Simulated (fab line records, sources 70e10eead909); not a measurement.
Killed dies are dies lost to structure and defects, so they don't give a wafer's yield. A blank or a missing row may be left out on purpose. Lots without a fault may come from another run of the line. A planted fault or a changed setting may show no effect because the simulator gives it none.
Which tool did it? | flow nand_harc | 14 lots, 42 wafers sampled, at 4 steps of a route of 1302

WHAT THE GAUGES READ, wafer by wafer
The record holds no reading of a measuring or inspecting step that can be judged against a usual standard deviation.

WHICH TOOL RAN EACH LOT (tool, then ch and the chambers of the sampled wafers, then the start)
lot  | NHARC_A_CHANNEL_HOLE_D2_ETCH_24  | NHARC_A_CHANNEL_HOLE_D2_STRIP_28              | NHARC_A_CHANNEL_FILL_D2_CVD_18                                        | NHARC_A_CHANNEL_FILL_D2_STRIP_29
L279 | har_etch-01 ch 0,1, day 12 18:44 | rie_diel-13 ch 0,1,3, day 14 00:12 or earlier | lpcvd_poly-01 ch 0, day 14 00:12                                      | rie_diel-06 ch 0,1,3, no start
L280 | har_etch-01 ch 0,1, day 13 18:21 | rie_diel-04 ch 1,3, day 14 19:12 or earlier   | lpcvd_poly-01 ch 0, day 14 19:12 and lpcvd_poly-03 ch 0, day 14 21:26 | rie_diel-06 ch 1,2,3, no start
L283 | har_etch-01 ch 1, day 14 11:23   | rie_diel-13 ch 1,3, day 15 14:04 or earlier   | lpcvd_poly-01 ch 0, day 15 14:04                                      | rie_diel-06 ch 1,2, no start
L292 | har_etch-01 ch 0,1, day 18 12:07 | rie_diel-13 ch 0,3, day 19 13:55 or earlier   | lpcvd_poly-03 ch 0, day 19 13:55                                      | rie_diel-06 ch 0,1,3, no start
L293 | har_etch-01 ch 0,1, day 19 10:37 | rie_diel-03 ch 0,2, day 20 12:33 or earlier   | lpcvd_poly-03 ch 0, day 20 12:33                                      | rie_diel-07 ch 0,1, no start
L294 | har_etch-02 ch 0,1, day 19 12:58 | rie_diel-13 ch 1,2,3, day 20 12:33 or earlier | lpcvd_poly-03 ch 0, day 20 12:33                                      | rie_diel-02 ch 0,1, no start
L295 | har_etch-01 ch 0,1, day 19 14:47 | rie_diel-04 ch 0,1, day 20 16:01 or earlier   | lpcvd_poly-01 ch 0, day 20 16:01                                      | rie_diel-02 ch 1,2,3, no start
L296 | har_etch-02 ch 0, day 20 11:26   | rie_diel-04 ch 0,1,3, day 21 13:54 or earlier | lpcvd_poly-01 ch 0, day 21 13:54                                      | rie_diel-02 ch 2,3, no start
L297 | har_etch-02 ch 0,1, day 20 20:02 | rie_diel-13 ch 0,2,3, day 21 23:18 or earlier | lpcvd_poly-03 ch 0, day 21 23:18                                      | rie_diel-02 ch 0,1,3, no start
L299 | har_etch-01 ch 0,1, day 21 07:53 | rie_diel-13 ch 0,1,3, day 22 10:05 or earlier | lpcvd_poly-01 ch 0, day 22 10:05                                      | rie_diel-02 ch 1,2, day 23 05:52
L298 | har_etch-02 ch 0,1, day 21 08:11 | rie_diel-04 ch 0,2,3, day 22 10:05 or earlier | lpcvd_poly-01 ch 0, day 22 10:05                                      | rie_diel-06 ch 2,3, day 23 05:53
L300 | har_etch-02 ch 0,1, day 22 03:43 | rie_diel-04 ch 0,1,2, day 23 05:34 or earlier | lpcvd_poly-04 ch 0, day 23 05:34                                      | rie_diel-06 ch 1,2,3, no start
L301 | har_etch-01 ch 0,1, day 22 04:32 | rie_diel-13 ch 1,3, day 23 05:34 or earlier   | lpcvd_poly-04 ch 0, day 23 05:34                                      | rie_diel-02 ch 0,1,2, day 24 01:27
L302 | har_etch-02 ch 0,1, day 23 04:56 | rie_diel-13 ch 0,2,3, day 24 06:41 or earlier | lpcvd_poly-04 ch 0, day 24 06:41                                      | rie_diel-06 ch 0,1,2, no start
- NHARC_A_CHANNEL_HOLE_D2_ETCH_24: etches the open film in C4F8/O2/Ar, time 906.2 s, target depth 1500 nm.
- NHARC_A_CHANNEL_HOLE_D2_STRIP_28: strips in O2.
- NHARC_A_CHANNEL_FILL_D2_CVD_18: deposits poly-Si, target thk 3 nm.
- NHARC_A_CHANNEL_FILL_D2_STRIP_29: strips in O2, time 20 s.

WHAT THE TOOLS THEMSELVES READ (means of the sampled wafers that have a number; where no wafer has one, the mark that the record gives instead)
NHARC_A_CHANNEL_HOLE_D2_ETCH_24. Usual: drypump_motor_current_A 5.9 A, standard deviation 0.35; showerhead_plenum_p_Torr 3.69 Torr, standard deviation 0.18; throttle_valve_pct 32.236 %, standard deviation 0.0086.
lot  | tool        | drypump_motor_current_A (A) | showerhead_plenum_p_Torr (Torr) | throttle_valve_pct (%) | flag
L279 | har_etch-01 | 5.7                         | 3.64                            | 32.232                 |
L280 | har_etch-01 | 6.0                         | 3.57                            | 32.230                 |
L283 | har_etch-01 | 5.5                         | 3.69                            | 32.236                 |
L292 | har_etch-01 | 5.7                         | 3.59                            | 32.236                 |
L293 | har_etch-01 | 5.7                         | 3.58                            | 32.235                 |
L294 | har_etch-02 | 6.1                         | 3.91                            | 32.228                 |
L295 | har_etch-01 | 5.9                         | 3.52                            | 32.237                 |
L296 | har_etch-02 | 6.4                         | 3.90                            | 32.234                 |
L297 | har_etch-02 | 6.0                         | 3.90                            | 32.237                 |
L299 | har_etch-01 | 5.7                         | 3.56                            | 32.244                 |
L298 | har_etch-02 | 6.2                         | 3.89                            | 32.240                 |
L300 | har_etch-02 | 6.0                         | 3.89                            | 32.232                 |
L301 | har_etch-01 | 5.7                         | 3.56                            | 32.230                 |
L302 | har_etch-02 | 6.0                         | 3.88                            | 32.228                 |

NHARC_A_CHANNEL_HOLE_D2_STRIP_28. Usual: drypump_motor_current_A 5.8 A, standard deviation 0.31; oes_product_au 0.999 a.u., standard deviation 0.0092; rf_vpp_V 57.9 V, standard deviation 0.86; showerhead_plenum_p_Torr 3.58 Torr, standard deviation 0.16; throttle_valve_pct 17.037 %, standard deviation 0.009.
lot  | tool        | drypump_motor_current_A (A) | oes_product_au (a.u.) | rf_vpp_V (V) | showerhead_plenum_p_Torr (Torr) | throttle_valve_pct (%) | flag
L279 | rie_diel-13 | 5.7                         | 0.984                 | 58.2         | 3.57                            | 17.034                 |
L280 | rie_diel-04 | 6.0                         | 0.999                 | 58.7         | 3.69                            | 17.036                 |
L283 | rie_diel-13 | 5.8                         | 0.997                 | 57.2         | 3.72                            | 17.031                 |
L292 | rie_diel-13 | 6.0                         | 1.007                 | 58.5         | 3.60                            | 17.034                 |
L293 | rie_diel-03 | 5.9                         | 1.002                 | 58.1         | 3.56                            | 17.038                 |
L294 | rie_diel-13 | 5.7                         | 0.995                 | 58.5         | 3.70                            | 17.030                 |
L295 | rie_diel-04 | 6.0                         | 0.995                 | 57.5         | 3.66                            | 17.032                 |
L296 | rie_diel-04 | 6.0                         | 0.999                 | 58.7         | 3.63                            | 17.038                 |
L297 | rie_diel-13 | 5.8                         | 1.009                 | 58.0         | 3.59                            | 17.035                 |
L299 | rie_diel-13 | 5.7                         | 0.999                 | 58.1         | 3.56                            | 17.042                 |
L298 | rie_diel-04 | 5.9                         | 0.996                 | 57.2         | 3.56                            | 17.035                 |
L300 | rie_diel-04 | 5.8                         | 1.003                 | 58.1         | 3.58                            | 17.042                 |
L301 | rie_diel-13 | 5.6                         | 0.992                 | 58.3         | 3.68                            | 17.038                 |
L302 | rie_diel-13 | 5.8                         | 1.006                 | 58.3         | 3.59                            | 17.053                 |

NHARC_A_CHANNEL_FILL_D2_CVD_18. Usual: tube_center_temp_C 550 C, standard deviation 0.048.
lot  | tool                        | tube_center_temp_C (C) | flag
L279 | lpcvd_poly-01               | 550                    |
L280 | lpcvd_poly-01/lpcvd_poly-03 | 550                    |
L283 | lpcvd_poly-01               | 550                    |
L292 | lpcvd_poly-03               | 550                    |
L293 | lpcvd_poly-03               | 550                    |
L294 | lpcvd_poly-03               | 550                    |
L295 | lpcvd_poly-01               | 550                    |
L296 | lpcvd_poly-01               | 550                    |
L297 | lpcvd_poly-03               | 550                    |
L299 | lpcvd_poly-01               | 550                    |
L298 | lpcvd_poly-01               | 550                    |
L300 | lpcvd_poly-04               | 550                    |
L301 | lpcvd_poly-04               | 550                    |
L302 | lpcvd_poly-04               | 550                    |

NHARC_A_CHANNEL_FILL_D2_STRIP_29. Usual: drypump_motor_current_A 5.6 A, standard deviation 0.47; oes_product_au 0.998 a.u., standard deviation 0.0093; rf_vpp_V 57.9 V, standard deviation 0.8; showerhead_plenum_p_Torr 3.55 Torr, standard deviation 0.14; throttle_valve_pct 17.036 %, standard deviation 0.0093.
lot  | tool        | drypump_motor_current_A (A) | oes_product_au (a.u.) | rf_vpp_V (V) | showerhead_plenum_p_Torr (Torr) | throttle_valve_pct (%) | flag
L279 | rie_diel-06 | 5.5                         | 0.987                 | 57.4         | 3.45                            | 17.035                 |
L280 | rie_diel-06 | 5.5                         | 1.006                 | 58.7         | 3.58                            | 17.036                 |
L283 | rie_diel-06 | 5.0                         | 1.004                 | 57.8         | 3.60                            | 17.035                 |
L292 | rie_diel-06 | 5.5                         | 0.995                 | 57.1         | 3.44                            | 17.040                 |
L293 | rie_diel-07 | 5.8                         | 0.992                 | 59.2         | 3.58                            | 17.039                 |
L294 | rie_diel-02 | 5.5                         | 0.998                 | 57.1         | 3.55                            | 17.041                 |
L295 | rie_diel-02 | 5.8                         | 1.003                 | 57.7         | 3.61                            | 17.034                 |
L296 | rie_diel-02 | 5.8                         | 0.989                 | 57.9         | 3.68                            | 17.037                 |
L297 | rie_diel-02 | 5.7                         | 0.994                 | 57.4         | 3.57                            | 17.031                 |
L299 | rie_diel-02 | 5.7                         | 0.994                 | 57.8         | 3.60                            | 17.040                 |
L298 | rie_diel-06 | 6.0                         | 0.991                 | 57.1         | 3.56                            | 17.041                 |
L300 | rie_diel-06 | 5.5                         | 0.999                 | 58.3         | 3.58                            | 17.031                 |
L301 | rie_diel-02 | 5.4                         | 0.998                 | 57.9         | 3.62                            | 17.027                 |
L302 | rie_diel-06 | 5.3                         | 1.005                 | 58.1         | 3.51                            | 17.036                 |

THE ANSWER, worked out from the rows above alone
Rule: a lot is off if the mean of its wafers that have a number lies more than 3 standard deviations from the usual mean. A lot without any number at a reading at which 4 lots or more have one is off too. The other lots that the step has rows for count as sound. The gauges are gone through in route order, then the tools' own readings, and for those a lot's mean is taken as printed above. The first step at which some lot is off is used, and at that step the reading that is off furthest; a lot without a number counts as furthest.
No lot is off at any reading shown: from this, nothing can be told.

WHAT THE SIMULATOR HAD PUT IN
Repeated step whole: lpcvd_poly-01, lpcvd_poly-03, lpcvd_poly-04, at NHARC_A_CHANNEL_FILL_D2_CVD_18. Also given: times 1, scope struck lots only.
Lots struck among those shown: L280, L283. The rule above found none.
